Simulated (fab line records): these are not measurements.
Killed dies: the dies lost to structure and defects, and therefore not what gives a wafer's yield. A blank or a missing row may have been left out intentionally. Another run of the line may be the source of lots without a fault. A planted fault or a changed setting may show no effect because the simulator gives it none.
Split-lot study -- flow n5_finfet -- 21 wafers read across 7 lots, on a route 1938 steps long

## THE SPLIT
At N5_MIM_BOT_ETCH_ETCH_04 (etches SiNx in CF4/O2, target depth 26 nm, time 13 s), the setting time_s was moved away from the recipe's 13 s on 5 of the 21 wafers read, by -21.0% to +15.5%. The other wafers ran this setting at the recipe's value.

The reading comes from the split's own step.

## THE READING
etch.depth_nm (the simulator's own value, which no gauge read), in nm, at N5_MIM_BOT_ETCH_ETCH_04 (etches SiNx in CF4/O2, target depth 26 nm, time 13 s). The file gives no usual value for it. Across the 16 wafers here that went through the recipe, the average is 25.24 nm and the standard deviation 0.46 nm.

wafer,"tool, chamber at the split","time_s as run, s",against the recipe,"etch.depth_nm, nm",against lot-mates on the recipe
L078.2,"rie_diel-02, 2",13,recipe,25.47,-
L078.3,"rie_diel-02, 3",13,recipe,24.9,-
L078.5,"rie_diel-02, 2",13,recipe,25.58,-
L077.1,"rie_diel-04, 2",15.01,+15.5%,29.82,+3.89
L077.3,"rie_diel-04, 3",15.01,+15.5%,31.87,+5.94
L077.5,"rie_diel-04, 2",13,recipe,25.93,-
L085.2,"rie_diel-02, 2",13,recipe,25.28,-
L085.4,"rie_diel-02, 3",13,recipe,24.73,-
L085.5,"rie_diel-02, 1",13,recipe,24.74,-
L086.1,"rie_diel-04, 1",13,recipe,25.6,-
L086.3,"rie_diel-04, 2",13,recipe,25.93,-
L086.4,"rie_diel-04, 3",13.8,+6.2%,29.24,+3.47
L089.2,"rie_diel-02, 0",13,recipe,24.92,-
L089.3,"rie_diel-02, 3",13,recipe,24.85,-
L089.5,"rie_diel-02, 2",13,recipe,25.59,-
L091.2,"rie_diel-02, 3",10.27,-21.0%,19.65,-5.53
L091.4,"rie_diel-02, 3",10.27,-21.0%,19.63,-5.55
L091.5,"rie_diel-02, 1",13,recipe,25.18,-
L095.1,"rie_diel-02, 3",13,recipe,24.7,-
L095.3,"rie_diel-02, 0",13,recipe,25.91,-
L095.6,"rie_diel-02, 3",13,recipe,24.6,-

FIT RESULTS
A straight line over all 21 wafers: etch.depth_nm changes by +0.311 nm for each +1% of time_s; r = +0.96; the points scatter about the line by 0.77 nm.
The same after taking each lot's own level away (the mean of its wafers on the recipe; 21 wafers): +0.291 nm for each +1%; r = +0.97; scatter 0.62 nm.
According to that fit, moving time_s by its largest amount changes the reading by 6.1 nm.
The span of the lots' own levels, 24.917 to 25.930 nm, comes to 2.2 times the standard deviation stated above.
So the lot-to-lot level changes the slope little: the two slopes agree.
Check: with one of the wafers moved furthest among these (-21.0%) left out of the fit, the line predicts -6.16 nm for it against its lot-mates. Against them it came out at -5.53 nm.

## OTHER SPLITS APPLIED TO THESE WAFERS
Other splits were also applied to these wafers ahead of the reading. Each is held against what the fit with the lots' levels taken away leaves over:
other split on the same wafers,wafers away from the commonest value,r with etch.depth_nm (lot level and that fit taken away)
N5_BEOL_M13_COAT_58 spin_rpm,5,+0.34
N5_BEOL_M14_ILD_DEP_00 time_s,9,-0.12
N5_BEOL_M14_COAT_58 spin_rpm,8,-0.01
N5_BEOL_M14_PEB_26 peb_temp_c,6,+0.00
N5_BEOL_M15_SPUTTER_44 power_w,5,-0.16

## FILE'S OWN FIT
etch.depth_nm changes by +0.298 nm for each +1% of time_s, r = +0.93.
